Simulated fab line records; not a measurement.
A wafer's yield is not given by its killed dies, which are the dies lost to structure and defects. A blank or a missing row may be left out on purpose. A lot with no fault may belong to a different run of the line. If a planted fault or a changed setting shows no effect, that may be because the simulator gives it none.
Split-lot trial | flow n5 finfet | route with 1938 steps; 7 lots, 21 wafers read

## ON THE SPLIT
At N5_BEOL_M8_PEB_09 (peb time 60 s), the setting peb time s was moved away from the recipe's 60 s on 5 of the 21 wafers read, by -20.0% to +17.9%. All remaining wafers had this setting at the recipe value.

## FROM THE SPLIT TO THE READING: what the file shows between them, 14 steps
- N5_BEOL_M8_DEVELOP_10: develop time 30 s
- N5_BEOL_M8_CD_MEAS_11: target cd 38.5 nm
- N5_BEOL_M8_DESCUM_16: chemistry O2, time 7.9 s
- N5_BEOL_M8_ETCH_61: etches SiARC in CF4, target depth 45.5 nm, time 75.8 s
- N5_BEOL_M8_ETCH_62: etches SOC in N2/H2, target depth 110 nm, overetch 22 nm, time 165 s
- N5_BEOL_M8_STRIP_68: strips in N2/H2
- N5_BEOL_M8_STRIP_67: strips in CF4
- N5_BEOL_M8_HM_OPEN_17: chemistry Cl2/BCl3, target TiN, target depth 20 nm, overetch 6 nm
- N5_BEOL_M8_STRIP_19: strips in O2
- N5_BEOL_M8_CD_MEAS_18: pitch 80 nm, target cd 40 nm
- N5_BEOL_M8_COAT_63: time 60 s, resist thk 60 nm
- N5_BEOL_M8_COAT_64: time 60 s, resist thk 12 nm
- N5_BEOL_M8_PRECLEAN_42: cleans in residue remover, time 60 s
- N5_BEOL_M8_SRD_43: time 30 s

## THE READING
At N5_BEOL_M8_CD_MEAS_35: cd nm in nanometres, against a target cd of 40 nm. A value of 40.2 nm with a standard deviation of 0.58 nm is what fault-free wafers of this fab line usually give.

wafer  | tool, chamber at the split | peb time s as run, s | against the recipe | cd nm, nm | against lot-mates on the recipe
L079.3 | litho track-03, 0          | 60                   | recipe             | 42.0      | -
L079.4 | litho track-03, 0          | 47.98                | -20.0%             | 34.9      | -6.1
L079.6 | litho track-03, 0          | 60                   | recipe             | 39.9      | -
L075.2 | litho track-01, 0          | 60                   | recipe             | 40.3      | -
L075.3 | litho track-01, 0          | 60                   | recipe             | 40.5      | -
L075.6 | litho track-01, 0          | 60                   | recipe             | 39.7      | -
L081.1 | litho track-03, 0          | 60                   | recipe             | 39.5      | -
L081.2 | litho track-03, 0          | 60                   | recipe             | 40.8      | -
L081.4 | litho track-03, 0          | 60                   | recipe             | 40.3      | -
L088.1 | litho track-01, 0          | 60                   | recipe             | 36.9      | -
L088.2 | litho track-01, 0          | 60                   | recipe             | 38.1      | -
L088.4 | litho track-01, 0          | 60                   | recipe             | 41.4      | -
L091.2 | litho track-01, 0          | 60                   | recipe             | 40.9      | -
L091.4 | litho track-01, 0          | 60                   | recipe             | 41.8      | -
L091.6 | litho track-01, 0          | 60                   | recipe             | 40.5      | -
L096.4 | litho track-04, 0          | 68.24                | +13.7%             | 43.3      | +3.1
L096.5 | litho track-04, 0          | 68.24                | +13.7%             | 45.1      | +4.9
L096.6 | litho track-04, 0          | 60                   | recipe             | 40.2      | -
L095.1 | litho track-04, 0          | 60                   | recipe             | 38.0      | -
L095.3 | litho track-04, 0          | 70.73                | +17.9%             | 44.4      | +6.4
L095.4 | litho track-04, 0          | 70.73                | +17.9%             | 42.3      | +4.3

THE FIT
A straight line over all 21 wafers: cd nm changes by +0.237 nm for each +1% of peb time s; r = +0.82; the points scatter about the line by 1.4 nm.
The same after taking each lot's own level away (the mean of its wafers on the recipe; 21 wafers): +0.298 nm for each +1%; r = +0.93; scatter 1 nm.
That fit puts the effect of the largest move of peb time s on the reading at 6 nm.
Across the lots, their own levels run from 38.00 to 41.07 nm, a range of 5.3 times the standard deviation given above.
Hence the slope depends on the lot-to-lot level, as the two fits are not the same.
Check: for one of the wafers moved furthest among these (-20.0%), held out of the fit, the line's prediction against its lot-mates is -5.94 nm. Against them it came out at -6.05 nm.

## THE WHOLE CHAIN: every reading that the file lists as answering this split, in the file's order
step                  | what it does                                                         | reading                                                               | change (the file's fit)                                                                | r (the file's)
N5_BEOL_M8_CD_MEAS_11 | target cd 38.5 nm                                                    | cd nm                                                                 | +0.288 nm for each +1% of the setting                                                  | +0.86
N5_BEOL_M8_ETCH_61    | etches SiARC in CF4, target depth 45.5 nm, time 75.8 s               | BEOL_M8.cd offset nm (the simulator's own value, which no gauge read) | +0.302 nm for each +1% of the setting                                                  | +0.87
N5_BEOL_M8_ETCH_62    | etches SOC in N2/H2, target depth 110 nm, overetch 22 nm, time 165 s | BEOL_M8.cd offset nm (the simulator's own value, which no gauge read) | +0.306 nm for each +1% of the setting                                                  | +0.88
N5_BEOL_M8_CD_MEAS_18 | pitch 80 nm, target cd 40 nm                                         | cd nm                                                                 | +0.312 nm for each +1% of the setting                                                  | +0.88
N5_BEOL_M8_CD_MEAS_35 | target cd 40 nm                                                      | cd nm                                                                 | +0.299 nm for each +1% of the setting                                                  | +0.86
N5_BEOL_M8_HM_OPEN_17 | chemistry Cl2/BCl3, target TiN, target depth 20 nm, overetch 6 nm    | BEOL_M8.cd offset nm (the simulator's own value, which no gauge read) | +0.25 nm for each +1% of the setting, in a fit together with dose mj@BEOL_M8_EXPOSE_08 | 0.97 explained

## THE FILE'S OWN FIT
cd nm changes by +0.299 nm for each +1% of peb time s, r = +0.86.
